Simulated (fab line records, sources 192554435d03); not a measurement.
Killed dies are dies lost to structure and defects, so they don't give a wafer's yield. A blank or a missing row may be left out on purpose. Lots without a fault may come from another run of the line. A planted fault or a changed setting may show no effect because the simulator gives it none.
Chamber matching | flow n5_finfet | N5_BEOL_M10_DESCUM_33 on rie_diel-02: 4 sister chambers
The step chemistry O2, time 7.9 s. 8 wafers are shown with their chamber, then 7 later ones without.

WAFERS WITH THEIR CHAMBER
wafer  | chamber | drypump_motor_current_A (A) | showerhead_plenum_p_Torr (Torr)
L078.4 | 3       | 5.2                         | 2.11
L085.1 | 1       | 5.0                         | 2.21
L085.3 | 3       | 5.2                         | 2.10
L087.2 | 2       | 6.3                         | 2.18
L087.3 | 1       | 5.0                         | 2.21
L087.4 | 0       | 4.8                         | 2.08
L094.2 | 0       | 4.9                         | 2.07
L094.3 | 2       | 6.3                         | 2.17

WAFERS WITHOUT THEIR CHAMBER
wafer  | drypump_motor_current_A (A) | showerhead_plenum_p_Torr (Torr)
L094.5 | 5.2                         | 2.10
L096.1 | 4.8                         | 2.07
L096.4 | 6.4                         | 2.17
L096.6 | 4.9                         | 2.07
L097.2 | 5.0                         | 2.20
L097.5 | 5.2                         | 2.09
L097.6 | 6.3                         | 2.17

WHICH CHAMBER EACH WENT THROUGH
wafer  | from the rows above | in truth
L094.5 | 3                   | 3
L096.1 | 0                   | 0
L096.4 | 2                   | 2
L096.6 | 0                   | 0
L097.2 | 1                   | 1
L097.5 | 3                   | 3
L097.6 | 2                   | 2
Placed correctly: 7 of 7. Can't be placed from these rows: 0. Placed wrongly: 0.
How it was worked out, from the rows above alone: a wafer's distance from a chamber is the root of the sum, over the readings, of the square of ((its reading less the chamber's mean) divided by the reading's scatter). The wafer belongs to the nearest chamber; if the next one is less than 2 further off, it can't be placed. A chamber's mean is the mean of its shown wafers. The scatter: the root of (the sum of the squares of (reading less its chamber's mean) over the shown wafers, divided by (wafers less chambers)).
